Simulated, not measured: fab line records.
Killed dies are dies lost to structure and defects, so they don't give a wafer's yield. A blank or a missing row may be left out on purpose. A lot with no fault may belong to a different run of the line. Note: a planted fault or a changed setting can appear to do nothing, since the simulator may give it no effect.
Chamber matching	flow nand harc	pecvd-04 running NHARC_P_M1_PRE_CLEAN_32: 3 sister chambers
The step time 12 s. 22 wafers are shown with their chamber, then 11 later ones without.

## WAFERS WITH THEIR CHAMBER
wafer	chamber	heater power outer w (W)	heater power w (W)
L074.4	2	351	641
L074.5	1	385	688
L074.6	0	385	664
L075.2	2	399	699
L075.3	0	424	718
L075.6	2	401	683
L079.1	0	395	668
L079.2	2	373	638
L079.3	1	415	714
L083.2	0	379	667
L083.3	1	451	762
L083.5	0	384	650
L084.2	1	357	655
L084.3	0	416	701
L084.6	1	357	626
L086.1	2	377	628
L086.3	0	422	706
L086.4	0	424	733
L087.4	2	416	694
L087.5	0	429	714
L087.6	1	384	685
L089.2	2	353	648

SIGNATURES (means of the wafers above)
reading	chamber 0	chamber 1	chamber 2	scatter within a chamber
heater power outer w	406.44	391.50	381.43	26.7
heater power w	691.22	688.33	661.57	34.9
Rule: a wafer lies at a distance from a chamber equal to the root of the sum of squares, over the readings, of (its reading less the chamber's mean, divided by the reading's scatter). The wafer belongs to the nearest chamber; if the next one is less than 2 further off, it can't be placed. How the scatter is found: for the shown wafers, subtract from each reading the mean of its chamber, square and add these, divide the total by (wafers less chambers), then take the root.

## WAFERS MISSING THEIR CHAMBER
wafer	heater power outer w (W)	heater power w (W)
L089.4	364	664
L089.6	426	764
L091.1	438	770
L091.2	418	689
L091.6	434	782
L093.3	387	670
L093.4	394	669
L093.5	375	661
L097.3	401	710
L097.4	408	687
L097.6	390	665

## WHICH CHAMBER EACH WENT THROUGH
wafer	from the rows above	in truth
L089.4	can't be placed: 2 or 1 or 0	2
L089.6	can't be placed: 0 or 1 or 2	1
L091.1	can't be placed: 0 or 1 or 2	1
L091.2	can't be placed: 0 or 1 or 2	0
L091.6	can't be placed: 0 or 1 or 2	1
L093.3	can't be placed: 2 or 1 or 0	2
L093.4	can't be placed: 2 or 1 or 0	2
L093.5	can't be placed: 2 or 1 or 0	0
L097.3	can't be placed: 0 or 1 or 2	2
L097.4	can't be placed: 0 or 1 or 2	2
L097.6	can't be placed: 2 or 1 or 0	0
0 of 11 placed correctly. Cannot be placed on the basis of these rows: 11; the candidates contain the true chamber in 11. 0 placed wrongly.
